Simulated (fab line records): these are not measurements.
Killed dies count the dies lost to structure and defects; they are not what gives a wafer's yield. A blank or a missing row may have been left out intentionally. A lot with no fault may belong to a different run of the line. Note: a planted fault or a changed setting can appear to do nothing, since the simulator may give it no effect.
Problem report in the 8D (eight disciplines) form, filled by code    flow n5-finfet    the parts of the form that need people (team, actions taken, sign-off) are left out

== 1. WHAT IS WRONG ==
Wafers with no fault read 75.00 W with a standard deviation of 0.21, whereas bias-w at N5_ZERO_LAYER_ETCH_18 reads a mean of 80.09 W on 1 wafer of 1 lot. Relative to the usual mean, that is a shift of +24 standard deviations.
The step: etches Si in HBr/Cl2, target depth 120 nm, time 40 s.
The first sign was on wafer L254.6 at day 5 12:55, on rie-si-04. The record holds 26 wafers of 9 lots with a number at this step. Rule for "out", or "out of limits": more than 4 standard deviations from the usual mean. The other wafers with a number count as sound.

== 2. WHAT THIS IS AND IS NOT ==
question                     is                is not
which readings at this step  bias-w            chamber-pressure-mTorr, oes-product-au, throttle-valve-pct
which lots                   L254              L239, L240, L243, L245, L255, L258, L259, L260
which wafers of those lots   L254.6            L254.2, L254.3
read on which tools          rie-si-04         rie-si-06
when                         from day 5 12:55  up to then (13 sound wafers); but 12 sound wafers of L255, L258, L259, L260 came after

== 3. THE SUSPECTS, EACH WITH WHAT RULES IT OUT ==
Counting: any tool at a process step up to the reading remains a suspect provided it ran every lot that is out. Sound lots after the first of them don't rule it out here, since some wafers of a struck lot are sound.
- rie-si-04 at N5_ZERO_LAYER_ETCH_18 (etches Si in HBr/Cl2, target depth 120 nm, time 40 s): kept. L254, the lot that is out, went through it at day 5 12:55; up to then, the latest sound lot through it was L243 at day 2 18:47. Its own bias-w readings are out on those wafers.
- Within rie-si-04 at N5_ZERO_LAYER_ETCH_18: the wafers that are out ran in chamber 1; their sound lot-mates ran in chambers 0, 3.
After counting, what remains is rie-si-04 at N5_ZERO_LAYER_ETCH_18.

== 4. THE CAUSE (what the simulator had put in) ==
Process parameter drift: rie-si-04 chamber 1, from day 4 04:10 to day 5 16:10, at N5_ZERO_LAYER_ETCH_18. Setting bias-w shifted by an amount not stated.
Only this tool survived the counting.

== 5. SEQUENCE OF EFFECTS, ordered by route ==
Each row: a reading where the mean over the struck wafers with a number is more than 3 standard deviations away from the usual. Readings are gone through only where the record gives a usual standard deviation; hours: the median, over the lots, of the time from a lot's start at the first step in this table giving one to that lot's start at this step; sigmas: the change measured in usual standard deviations.
hours  step                   reading  usual    on struck wafers  change  sigmas
0      N5_ZERO_LAYER_ETCH_18  bias-w   75.00 W  80.09             +5.09   +24
Here are the process steps it includes:
- N5_ZERO_LAYER_ETCH_18: etches Si in HBr/Cl2, target depth 120 nm, time 40 s.
Later measuring or inspecting steps at which every struck wafer that the step has a row for has a number for every such reading, and none has moved that far: N5_PMOS_HMC_CHANNEL_EPI_INSPECT_11, N5_BEOL_M4_RC_MEAS_101.

== 6. WHAT WOULD HAVE CAUGHT IT SOONER ==
First out-of-limits reading in this record: day 5 12:55, which is 33 hours after fault onset at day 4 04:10.
